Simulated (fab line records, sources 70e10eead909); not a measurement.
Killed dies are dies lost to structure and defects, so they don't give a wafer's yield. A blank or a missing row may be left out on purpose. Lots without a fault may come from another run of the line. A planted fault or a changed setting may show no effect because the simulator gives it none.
Chamber matching | flow nand_harc | NHARC_A_WL_FILL_ALD_10 on ald_hk-02: 4 sister chambers
The step deposits SiO2, target thk 50 nm, pulse time 10 s, ald cycles 500. 8 wafers are shown with their chamber, then 7 later ones without.

WAFERS WITH THEIR CHAMBER
wafer  | chamber | heater_power_w (W) | precursor_pulse_height_rel
L422.6 | 1       | 430                | 0.985
L423.4 | 1       | 411                | 1.014
L423.6 | 3       | 499                | 1.008
L433.3 | 0       | 452                | 1.005
L433.5 | 3       | 491                | 1.014
L433.6 | 2       | 476                | 1.041
L432.4 | 2       | 487                | 0.979
L432.2 | 0       | 470                | 1.037

WAFERS WITHOUT THEIR CHAMBER
wafer  | heater_power_w (W) | precursor_pulse_height_rel
L432.5 | 411                | 1.004
L438.1 | 492                | 1.030
L438.2 | 417                | 1.017
L438.5 | 463                | 0.972
L440.1 | 417                | 1.017
L440.3 | 463                | 1.023
L440.5 | 484                | 1.012

WHICH CHAMBER EACH WENT THROUGH
wafer  | from the rows above          | in truth
L432.5 | 1                            | 1
L438.1 | can't be placed: 3 or 2      | 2
L438.2 | 1                            | 1
L438.5 | can't be placed: 0 or 2 or 3 | 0
L440.1 | 1                            | 1
L440.3 | can't be placed: 0 or 2      | 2
L440.5 | can't be placed: 2 or 3 or 0 | 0
Placed correctly: 3 of 7. Can't be placed from these rows: 4 (the true chamber is among the candidates in 4). Placed wrongly: 0.
How it was worked out, from the rows above alone: a wafer's distance from a chamber is the root of the sum, over the readings, of the square of ((its reading less the chamber's mean) divided by the reading's scatter). The wafer belongs to the nearest chamber; if the next one is less than 2 further off, it can't be placed. A chamber's mean is the mean of its shown wafers. The scatter: the root of (the sum of the squares of (reading less its chamber's mean) over the shown wafers, divided by (wafers less chambers)).
